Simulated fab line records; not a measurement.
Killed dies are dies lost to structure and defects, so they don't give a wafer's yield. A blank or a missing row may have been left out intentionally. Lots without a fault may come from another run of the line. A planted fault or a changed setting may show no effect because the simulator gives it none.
Chamber matching -- flow nand harc -- rie diel-01 running NHARC_A_STAIRCASE_DESCUM_168: 4 sister chambers
The step chemistry O2, time 3 s. 20 wafers are shown with their chamber, then 10 later ones without.

== WAFERS, EACH WITH ITS CHAMBER ==
wafer,chamber,showerhead plenum p Torr (Torr),drypump motor current A (A),oes product au (a.u.)
L077.1,0,2.07,6.0,0.998
L077.2,1,1.92,5.6,1.020
L077.3,2,1.90,5.5,1.010
L077.4,3,1.96,5.1,1.005
L077.5,3,1.96,5.1,1.011
L077.6,2,1.90,5.5,1.002
L078.2,1,1.92,5.6,1.014
L078.4,3,1.96,5.0,1.004
L078.5,0,2.06,6.0,1.002
L080.3,1,1.92,5.6,1.024
L080.5,0,2.06,6.0,0.988
L080.6,1,1.92,5.6,1.020
L081.3,1,1.92,5.7,1.001
L081.4,0,2.06,6.0,0.987
L081.6,3,1.96,5.0,1.012
L083.1,1,1.92,5.7,1.018
L083.2,0,2.06,6.0,0.991
L083.5,3,1.96,5.0,1.004
L086.2,1,1.92,5.6,1.013
L086.3,0,2.06,6.0,0.997

SIGNATURES (means of the wafers above)
reading,chamber 0,chamber 1,chamber 2,chamber 3,scatter within a chamber
showerhead plenum p Torr,2.0617,1.9200,1.9000,1.9600,0.00228
drypump motor current A,6.000,5.629,5.500,5.040,0.0405
oes product au,0.99383,1.01571,1.00600,1.00720,0.0062
Rule: a wafer lies at a distance from a chamber equal to the root of the sum of squares, over the readings, of (its reading less the chamber's mean, divided by the reading's scatter). If the next closest chamber is less than 2 further off than the closest, the wafer can't be placed; otherwise it belongs to the closest. The scatter: the root of (the sum of the squares of (reading less its chamber's mean) over the shown wafers, divided by (wafers less chambers)).

== WAFERS WITH NO CHAMBER GIVEN ==
wafer,showerhead plenum p Torr (Torr),drypump motor current A (A),oes product au (a.u.)
L086.4,1.89,5.5,1.003
L084.1,1.92,5.7,1.013
L084.2,1.96,5.0,1.001
L084.5,1.89,5.6,0.996
L087.1,1.92,5.6,1.022
L087.2,1.96,5.0,1.014
L087.3,1.89,5.5,0.999
L091.3,1.89,5.5,0.972
L091.4,1.92,5.6,1.008
L091.6,1.96,5.0,0.996

== WHICH CHAMBER EACH WENT THROUGH ==
wafer,from the rows above,in truth
L086.4,2,2
L084.1,1,1
L084.2,3,3
L084.5,2,2
L087.1,1,1
L087.2,3,3
L087.3,2,2
L091.3,2,2
L091.4,1,1
L091.6,3,3
Correctly placed: 10 of 10. Left unplaced by these rows: 0. 0 placed wrongly.
